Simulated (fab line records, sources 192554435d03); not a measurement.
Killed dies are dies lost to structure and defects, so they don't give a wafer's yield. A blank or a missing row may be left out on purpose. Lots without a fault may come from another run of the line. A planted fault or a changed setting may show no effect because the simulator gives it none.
Chamber matching | flow n5_finfet | N5_BEOL_M11_ALD_74 on ald_metal-03: 4 sister chambers
The step deposits TaN, target thk 2 nm, pulse time 2 s, purge time 3 s. 14 wafers are shown with their chamber, then 7 later ones without.

WAFERS WITH THEIR CHAMBER
wafer  | chamber | heater_power_w (W) | precursor_vessel_carrier_sccm (sccm) | mfc_carrier_sccm (sccm)
L074.2 | 0       | 461                | 1001                                 | 1507
L074.3 | 1       | 478                | 1000                                 | 1497
L074.4 | 3       | 476                | 998                                  | 1491
L076.2 | 1       | 471                | 1003                                 | 1507
L076.3 | 3       | 484                | 1003                                 | 1498
L076.5 | 3       | 470                | 1000                                 | 1506
L084.2 | 2       | 445                | 1008                                 | 1495
L084.3 | 3       | 475                | 1000                                 | 1499
L084.4 | 0       | 471                | 992                                  | 1504
L090.2 | 2       | 452                | 998                                  | 1502
L090.3 | 0       | 462                | 1003                                 | 1505
L090.4 | 3       | 472                | 1001                                 | 1498
L093.1 | 1       | 471                | 1000                                 | 1504
L093.3 | 2       | 456                | 1009                                 | 1510

SIGNATURES (means of the wafers above)
reading                       | chamber 0 | chamber 1 | chamber 2 | chamber 3 | scatter within a chamber
heater_power_w                | 464.67    | 473.33    | 451.00    | 475.40    | 5.2
precursor_vessel_carrier_sccm | 998.67    | 1001.00   | 1005.00   | 1000.40   | 4.02
mfc_carrier_sccm              | 1505.33   | 1502.67   | 1502.33   | 1498.40   | 5.32
Rule: a wafer's distance from a chamber is the root of the sum, over the readings, of the square of ((its reading less the chamber's mean) divided by the reading's scatter). The wafer belongs to the nearest chamber; if the next one is less than 2 further off, it can't be placed. The scatter: the root of (the sum of the squares of (reading less its chamber's mean) over the shown wafers, divided by (wafers less chambers)).

WAFERS WITHOUT THEIR CHAMBER
wafer  | heater_power_w (W) | precursor_vessel_carrier_sccm (sccm) | mfc_carrier_sccm (sccm)
L093.6 | 477                | 997                                  | 1500
L091.1 | 451                | 1000                                 | 1503
L091.3 | 480                | 1004                                 | 1497
L091.6 | 467                | 1003                                 | 1503
L095.2 | 475                | 1002                                 | 1495
L095.3 | 474                | 1005                                 | 1506
L095.6 | 473                | 997                                  | 1500

WHICH CHAMBER EACH WENT THROUGH
wafer  | from the rows above               | in truth
L093.6 | can't be placed: 3 or 1 or 0      | 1
L091.1 | can't be placed: 2 or 0           | 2
L091.3 | can't be placed: 3 or 1           | 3
L091.6 | can't be placed: 0 or 1 or 3 or 2 | 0
L095.2 | can't be placed: 3 or 1           | 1
L095.3 | can't be placed: 1 or 3 or 0      | 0
L095.6 | can't be placed: 3 or 1 or 0      | 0
Placed correctly: 0 of 7. Can't be placed from these rows: 7 (the true chamber is among the candidates in 7). Placed wrongly: 0.
